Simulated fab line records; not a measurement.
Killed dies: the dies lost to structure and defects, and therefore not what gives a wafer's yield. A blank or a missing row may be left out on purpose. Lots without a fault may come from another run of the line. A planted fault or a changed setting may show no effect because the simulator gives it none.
The same fault as seen by 3 desks -- flow n5 finfet -- every desk sees just its own numbers, and what lay behind them comes last

== DESK OF THE TOOL OWNER: rie metal-02 ==
The tool's own readings at N5_MIM_BOT_ETCH_ETCH_00 (etches TiN in Cl2/BCl3, target depth 45.5 nm): means of the sampled wafers that have a number, for each lot that ran on this tool. Marked OUT: a lot whose mean sits more than 4 standard deviations from the usual mean, which makes it out of limits; the brackets give that distance.
Columns: A = bcl3 flow sccm at N5_MIM_BOT_ETCH_ETCH_00, usual 21.75 sccm; B = drypump motor current A at N5_MIM_BOT_ETCH_ETCH_00, usual 6.1 A; C = oes_ar_750_au at N5_MIM_BOT_ETCH_ETCH_00, usual 0.74 a.u.; D = oes product au at N5_MIM_BOT_ETCH_ETCH_00, usual 0.74 a.u.; E = throttle valve pct at N5_MIM_BOT_ETCH_ETCH_00, usual 21.80 %
lot,first seen here,A,B,C,D,E
L491,day 12 02:16,21.79,6.4,0.72,0.72,21.76
L493,day 12 19:02,21.70,6.4,0.70,0.71,21.78
L495,day 13 04:13,21.84,6.3,0.73,0.70,21.82
L494,day 13 13:58,21.80,6.5,0.67,0.63,21.92
L503,day 16 01:18,21.71,6.4,0.70,0.70,21.78
L506,day 16 16:22,21.70,6.5,0.68,0.69,21.79
Result from this desk: across the 6 lots, nothing is out of limits.

== THE DEFECT DESK ==
For each lot, the counts of the inspections along the route, averaged over the sampled wafers that have a number. Marked OUT: a lot whose mean sits more than 4 standard deviations from the usual mean, which makes it out of limits; the brackets give that distance.
Columns: A = raw defect count at N5_PASSIVATION_INSPECT_64, usual 2.2
lot,first seen here,A
L491,day 12 05:37,2.7
L493,day 12 22:11,2.3
L495,day 13 07:31,2.3
L494,day 13 17:25,2.0
L503,day 16 06:25,1.3
L507,day 16 16:38,1.0
L506,day 16 20:52,1.3
L511,day 17 21:23,1.7
L512,day 18 00:55,2.3
L514,day 19 03:35,1.7
Result from this desk: across the 10 lots, nothing is out of limits.

== THE METROLOGY DESK ==
What the gauges read for every lot (on any tool): the sampled wafers with a number, averaged. Marked OUT: a lot whose mean sits more than 4 standard deviations from the usual mean, which makes it out of limits; the brackets give that distance. Of its 11 readings 7 are shown: those that lie furthest out on some lot.
Columns: A = DIBL_P at N5_BEOL_M4_RC_MEAS_101, usual 36.3 mV/V; B = IOFF_N at N5_BEOL_M4_RC_MEAS_101, usual 0.157 nA/um; C = IOFF_P at N5_BEOL_M4_RC_MEAS_101, usual 0.22 nA/um; D = ION_N at N5_BEOL_M4_RC_MEAS_101, usual 675 uA/um; E = SS_P at N5_BEOL_M4_RC_MEAS_101, usual 73.3 mV/dec; F = VT_P at N5_BEOL_M4_RC_MEAS_101, usual -249 mV; G = PASS_OPEN_OVL at N5_PASSIVATION_OVL_MEAS_66, usual 6 nm
lot,first seen here,A,B,C,D,E,F,G
L491,day 8 02:21,37.4,0.152,0.21,673,72.8,-251,9
L493,day 8 19:53,34.9,0.132,0.17,665,72.1,-254,5
L495,day 9 17:05,36.4,0.176,0.24,690,73.0,-248,-2
L494,day 9 23:47,35.2,0.148,0.21,676,73.2,-250,3
L503,day 12 05:26,36.8,0.176,0.24,679,73.4,-246,4
L507,day 12 10:00,36.0,0.157,0.20,680,72.9,-251,15
L506,day 12 20:43,37.0,0.148,0.22,676,72.9,-249,8
L511,day 13 20:59,38.5,0.200,0.26,681,74.0,-247,-6
L512,day 14 03:20,36.2,0.171,0.24,688,74.0,-248,-2
L514,day 14 19:49,38.3,0.171,0.28,679,73.6,-244,11
Result from this desk: across the 10 lots, nothing is out of limits.

== TAKEN TOGETHER ==
Nothing out of limits was seen by the tool owner's desk.
No out-of-limits result turned up at the defect desk.
At the metrology desk, nothing out of limits was observed.

== WHAT HAD BEEN PUT IN BY THE SIMULATOR ==
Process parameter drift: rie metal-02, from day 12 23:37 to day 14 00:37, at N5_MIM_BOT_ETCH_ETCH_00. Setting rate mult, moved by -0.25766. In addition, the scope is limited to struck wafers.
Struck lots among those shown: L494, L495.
